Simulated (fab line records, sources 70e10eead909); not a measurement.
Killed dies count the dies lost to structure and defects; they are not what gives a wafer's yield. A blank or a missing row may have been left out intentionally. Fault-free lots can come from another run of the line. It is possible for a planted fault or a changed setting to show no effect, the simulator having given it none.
2 desks, one fault | flow nandHarc | only its own numbers are on each desk; what lay behind them is given at the end

== THE TOOL OWNER'S DESK: pecvdOnon-03 ==
The tool's own readings at NHARC_A_ONON_D2_DEP_16 (target thk 1000 nm): means of the sampled wafers that have a number, for each lot that ran on this tool. The brackets show how far a lot's mean lies from the usual mean; more than 4 standard deviations puts the lot out of limits, marked OUT.
Columns: A = susceptorTempC at NHARC_A_ONON_D2_DEP_16, usual 400.01 C
lot  | first seen here | A
L510 | day 12 09:56    | 400.23
L511 | day 13 03:25    | 400.06
L513 | day 14 00:02    | 399.94
L516 | day 14 21:46    | 399.86
L517 | day 15 22:11    | 399.84
L519 | day 16 08:58    | 399.91
L521 | day 17 03:11    | 400.20
L526 | day 19 13:55    | 400.38
L528 | day 20 01:22    | 399.90
L530 | day 21 02:30    | 399.94
This desk found nothing out of limits on any of the 10 lots.

== THE METROLOGY DESK ==
Means of the sampled wafers that have a number, per lot and without regard to the tool the lot ran on: this is what the gauges read. The brackets show how far a lot's mean lies from the usual mean; more than 4 standard deviations puts the lot out of limits, marked OUT.
Columns: A = thkNm at NHARC_A_DECK1_JOINT_THK_MEAS_17, usual 44.9 nm; B = thkNm at NHARC_A_ONON_D2_THK_MEAS_05, usual 1000 nm; C = thkNm at NHARC_A_ONON_D2_THK_MEAS_18, usual 999 nm
lot  | first seen here | A    | B    | C
L510 | day 11 23:32    | 44.5 | 991  | 985
L511 | day 12 16:35    | 44.6 | 1003 | 1005
L513 | day 13 13:41    | 45.4 | 982  | 1003
L512 | day 13 13:47    | 45.5 | 1005 | 1009
L516 | day 14 11:36    | 45.4 | 992  | 1010
L515 | day 14 11:40    | 45.7 | 1000 | 986
L517 | day 15 10:19    | 45.7 | 998  | 995
L519 | day 15 22:31    | 45.4 | 1003 | 999
L521 | day 16 17:29    | 45.1 | 1010 | 995
L524 | day 18 13:56    | 45.5 | 1006 | 994
L526 | day 19 03:37    | 46.0 | 994  | 953 (-5.6) OUT
L528 | day 19 15:28    | 45.7 | 1004 | 959 (-4.9) OUT
L530 | day 20 18:59    | 43.5 | 996  | 943 (-6.8) OUT
L533 | day 21 14:40    | 45.0 | 1012 | 1000
This desk's finding: out of limits on L526, L528, L530; first on L526, day 19 14:16 (thkNm at NHARC_A_ONON_D2_THK_MEAS_18). Within limits: L510, L511, L513, L512, L516, L515, L517, L519, L521, L524, L533.

== PUT TOGETHER ==
At day 19 14:16 the metrology desk could have sounded an alarm, on L526, L528, L530.
Nothing out of limits was seen by the tool owner's desk.
The tool owner's desk has L526, L528, L530 on record, within its limits.
All the named lots went through NHARC_A_ONON_D2_DEP_16 on pecvdOnon-03.

== WHAT THE SIMULATOR HAD PUT IN ==
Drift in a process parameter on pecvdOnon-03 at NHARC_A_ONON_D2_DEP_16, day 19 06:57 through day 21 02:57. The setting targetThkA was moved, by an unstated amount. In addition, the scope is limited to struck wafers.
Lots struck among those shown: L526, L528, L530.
Hours from the fault's start to each desk's first reading out of limits: the metrology desk, 7.
